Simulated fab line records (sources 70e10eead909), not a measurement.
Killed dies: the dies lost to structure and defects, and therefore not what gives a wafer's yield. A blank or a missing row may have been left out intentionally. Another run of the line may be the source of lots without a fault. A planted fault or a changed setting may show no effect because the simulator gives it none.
2 desks, one fault -- flow nand-harc -- every desk sees just its own numbers, and what lay behind them comes last

== AT THE METROLOGY DESK ==
What the gauges read, lot by lot, whatever tool the lot ran on: means of the sampled wafers that have a number. Marked OUT: a lot whose mean sits more than 4 standard deviations from the usual mean, which makes it out of limits; the brackets give that distance.
Columns: A = cd-nm at NHARC_A_SGD_CUT_CD_MEAS_09, usual 100.0 nm; B = thk-nm at NHARC_A_SGD_CUT_THK_MEAS_22, usual 147.9 nm
lot,first seen here,A,B
L495,day 19 02:28,99.9,149.2
L498,day 20 02:03,99.9,148.1
L499,day 20 10:41,99.8,148.3
L500,day 21 06:42,99.3,148.8
L501,day 22 05:40,100.2,148.2
L502,day 22 05:58,100.7,147.5
L504,day 23 00:50,99.9,145.9
L506,day 24 08:40,100.0,148.8
L513,day 26 18:57,100.6,147.6
L515,day 27 12:46,99.3,148.1
L516,day 27 13:17,100.4,148.4
L518,day 27 22:12,100.2,145.5
This desk found nothing out of limits on any of the 12 lots.

== TOOL OWNER'S DESK, rie-diel-11 ==
The tool's own readings at NHARC_A_SGD_CUT_DESCUM_14 (chemistry O2, time 3 s): means of the sampled wafers that have a number, for each lot that ran on this tool. Marked OUT: a lot whose mean sits more than 4 standard deviations from the usual mean, which makes it out of limits; the brackets give that distance.
Columns: A = drypump-motor-current-A at NHARC_A_SGD_CUT_DESCUM_14, usual 5.9 A; B = o2-flow-sccm at NHARC_A_SGD_CUT_DESCUM_14, usual 199.9 sccm; C = oes-product-au at NHARC_A_SGD_CUT_DESCUM_14, usual 1.000 a.u.; D = rf-vpp-V at NHARC_A_SGD_CUT_DESCUM_14, usual 57.8 V; E = run-length-s at NHARC_A_SGD_CUT_DESCUM_14, usual 23.9 s; F = showerhead-plenum-p-Torr at NHARC_A_SGD_CUT_DESCUM_14, usual 1.93 Torr; G = throttle-valve-pct at NHARC_A_SGD_CUT_DESCUM_14, usual 11.312 %
lot,first seen here,A,B,C,D,E,F,G
L499,day 20 10:53,6.2,200.3,1.010,57.2,24.0,1.99,11.311
L500,day 21 06:53,6.0,199.7,1.008,58.3,23.8,1.96,11.317
L502,day 22 06:09,6.0,200.2,0.998,57.7,23.9,1.94,11.317
L504,day 23 01:02,5.9,200.6,1.002,56.9,25.2,1.91,11.313
L506,day 24 08:51,5.8,199.8,0.980,57.5,24.6,1.87,11.316
L513,day 26 19:08,6.3,199.5,1.007,58.0,24.1,2.00,11.321
L515,day 27 12:57,6.2,199.4,1.016,58.2,23.9,1.98,11.316
L518,day 27 22:24,6.2,199.7,1.003,58.3,24.1,1.98,11.314
This desk found nothing out of limits on any of the 8 lots.

== ALL TOGETHER ==
Nothing out of limits was seen by the metrology desk.
Nothing out of limits was seen by the tool owner's desk.

== WHAT THE SIMULATOR HAD INSERTED ==
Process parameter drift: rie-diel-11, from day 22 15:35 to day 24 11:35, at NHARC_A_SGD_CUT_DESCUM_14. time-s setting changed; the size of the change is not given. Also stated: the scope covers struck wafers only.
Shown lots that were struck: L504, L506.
